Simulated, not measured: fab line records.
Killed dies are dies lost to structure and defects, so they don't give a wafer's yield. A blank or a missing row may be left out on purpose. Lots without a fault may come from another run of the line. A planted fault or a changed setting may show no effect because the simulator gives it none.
What tool caused it? | flow nand harc | 12 lots, 34 wafers sampled, at 4 steps of a route of 1302

WHAT THE GAUGES SHOWED, per wafer
NHARC_P_M2_THK_MEAS_24: measures by xrf. Usual: thk nm at 144.6 nm, with a standard deviation of 1.4.
lot  | measured     | on            | thk nm (nm)       | flag
L351 | day 6 06:52  | film metro-01 | 145.8 142.6 146.2 |
L352 | day 6 23:58  | film metro-02 | 144.2 144.9 143.2 |
L353 | day 7 09:07  | film metro-01 | 144.2 143.4 145.2 |
L355 | day 8 06:56  | film metro-02 | 143.1 143.2 145.2 |
L357 | day 9 01:33  | film metro-01 | 145.6 145.7 145.9 |
L358 | day 9 04:47  | film metro-02 | 143.2 144.6 142.7 |
L360 | day 10 02:17 | film metro-01 | 141.3 146.6 146.4 |
L361 | day 10 21:55 | film metro-01 | 143.8 145.6 147.6 |
L369 | day 14 02:43 | film metro-01 | 142.5 142.8       |
L370 | day 14 17:10 | film metro-01 | 142.8 145.5       |
L372 | day 15 00:38 | film metro-01 | 145.9 145.8 144.5 |
L373 | day 15 17:09 | film metro-02 | 144.2 145.3 145.5 |

WHICH TOOL RAN EACH LOT (tool, then ch and the chambers of the sampled wafers, then the start)
lot  | NHARC_P_M2_DESCUM_14               | NHARC_P_M2_ECD_22              | NHARC_P_M2_CMP_23
L351 | rie diel-06 ch 0,3, day 6 03:58    | ecd cu-02 ch 0,1, day 6 05:50  | cmp-02 ch 0,1, day 6 06:35
L352 | rie diel-12 ch 0,1,3, day 6 21:34  | ecd cu-01 ch 0,1, day 6 22:56  | cmp-01 ch 1,2, day 6 23:40
L353 | rie diel-06 ch 1,3, day 7 06:38    | ecd cu-01 ch 0,1, day 7 08:04  | cmp-04 ch 1,2, day 7 08:47
L355 | rie diel-11 ch 2,3, day 8 04:30    | ecd cu-02 ch 0,1, day 8 05:53  | cmp-02 ch 0,2,3, day 8 06:37
L357 | rie diel-12 ch 1,2,3, day 8 23:10  | ecd cu-01 ch 0,1, day 9 00:31  | cmp-02 ch 1,3, day 9 01:14
L358 | rie diel-06 ch 2,3, day 9 02:22    | ecd cu-01 ch 0,1, day 9 03:44  | cmp-04 ch 2,3, day 9 04:28
L360 | rie diel-12 ch 0,2,3, day 9 23:51  | ecd cu-02 ch 0,1, day 10 01:14 | cmp-04 ch 0,2,3, day 10 01:58
L361 | rie diel-11 ch 0,2,3, day 10 19:08 | ecd cu-02 ch 0,1, day 10 20:41 | cmp-04 ch 0,1,3, day 10 21:39
L369 | rie diel-11 ch 0,3, day 14 00:17   | ecd cu-01 ch 1, day 14 01:44   | cmp-04 ch 0,1, day 14 02:25
L370 | rie diel-06 ch 2,3, day 14 14:26   | ecd cu-01 ch 0,1, day 14 16:16 | cmp-01 ch 0,3, day 14 16:58
L372 | rie diel-12 ch 0,2,3, day 14 22:10 | ecd cu-02 ch 0,1, day 14 23:35 | cmp-02 ch 0,3, day 15 00:21
L373 | rie diel-12 ch 0,1,3, day 15 14:13 | ecd cu-02 ch 0,1, day 15 16:07 | cmp-02 ch 0,2,3, day 15 16:50
- NHARC_P_M2_DESCUM_14: chemistry O2, time 3 s.
- NHARC_P_M2_ECD_22: material Cu, target thk 400 nm.
- NHARC_P_M2_CMP_23: polishes, t overpolish 20 s, target thk 144.3 nm.

AS READ BY THE TOOLS THEMSELVES (means over the sampled wafers that have a number; for cases with no such wafer, the mark the record gives instead)
NHARC_P_M2_DESCUM_14. Usual: drypump motor current A 5.7 A, standard deviation 0.4; oes product au 0.999 a.u., standard deviation 0.0088; rf vpp V 57.5 V, standard deviation 0.9; showerhead plenum p Torr 1.88 Torr, standard deviation 0.091; throttle valve pct 11.311 %, standard deviation 0.0098.
lot  | tool        | drypump motor current A (A) | oes product au (a.u.) | rf vpp V (V) | showerhead plenum p Torr (Torr) | throttle valve pct (%) | flag
L351 | rie diel-06 | 6.0                         | 0.997                 | 58.0         | 1.92                            | 11.312                 |
L352 | rie diel-12 | 5.6                         | 0.997                 | 58.6         | 1.88                            | 11.316                 |
L353 | rie diel-06 | 5.5                         | 0.998                 | 58.1         | 1.96                            | 11.303                 |
L355 | rie diel-11 | 5.4                         | 1.000                 | 56.9         | 1.83                            | 11.319                 |
L357 | rie diel-12 | 5.7                         | 0.996                 | 57.5         | 1.94                            | 11.308                 |
L358 | rie diel-06 | 5.8                         | 1.006                 | 56.7         | 1.91                            | 11.309                 |
L360 | rie diel-12 | 5.9                         | 1.008                 | 56.2         | 1.86                            | 11.310                 |
L361 | rie diel-11 | 5.7                         | 0.995                 | 56.3         | 1.83                            | 11.309                 |
L369 | rie diel-11 | 5.4                         | 1.000                 | 57.5         | 1.81                            | 11.299                 |
L370 | rie diel-06 | 5.8                         | 1.004                 | 57.2         | 1.88                            | 11.316                 |
L372 | rie diel-12 | 5.9                         | 0.991                 | 57.7         | 1.86                            | 11.317                 |
L373 | rie diel-12 | 5.6                         | 0.995                 | 57.9         | 1.88                            | 11.318                 |

NHARC_P_M2_CMP_23. Usual: motor current A 12.1 A, standard deviation 1; time to endpoint s 29.2 s, standard deviation 2.4.
lot  | tool   | motor current A (A) | time to endpoint s (s) | flag
L351 | cmp-02 | 12.6                | 30.0                   |
L352 | cmp-01 | 11.6                | 29.7                   |
L353 | cmp-04 | 12.5                | 30.9                   |
L355 | cmp-02 | 13.1                | 28.1                   |
L357 | cmp-02 | 13.8                | 32.1                   |
L358 | cmp-04 | 11.8                | 24.1                   |
L360 | cmp-04 | 11.6                | 31.3                   |
L361 | cmp-04 | 11.1                | 30.4                   |
L369 | cmp-04 | 11.7                | 24.0                   |
L370 | cmp-01 | 12.4                | 23.4                   |
L372 | cmp-02 | 13.9                | 29.7                   |
L373 | cmp-02 | 12.8                | 28.9                   |

THE ANSWER, worked out from the rows above alone
Rule: lot off if the mean of its wafers having a number is beyond 3 standard deviations from the usual mean. A lot without any number at a reading at which 4 lots or more have one is off too. The other lots that the step has rows for count as sound. Order of review: gauges by route order, followed by the tools' own readings, for which a lot's mean as printed above is used. At the first step where some lot is off, the reading lying furthest off is the one used; lots without a number count as furthest.
No lot is off at any reading shown: from this, nothing can be told.

WHAT THE SIMULATOR HAD PUT IN
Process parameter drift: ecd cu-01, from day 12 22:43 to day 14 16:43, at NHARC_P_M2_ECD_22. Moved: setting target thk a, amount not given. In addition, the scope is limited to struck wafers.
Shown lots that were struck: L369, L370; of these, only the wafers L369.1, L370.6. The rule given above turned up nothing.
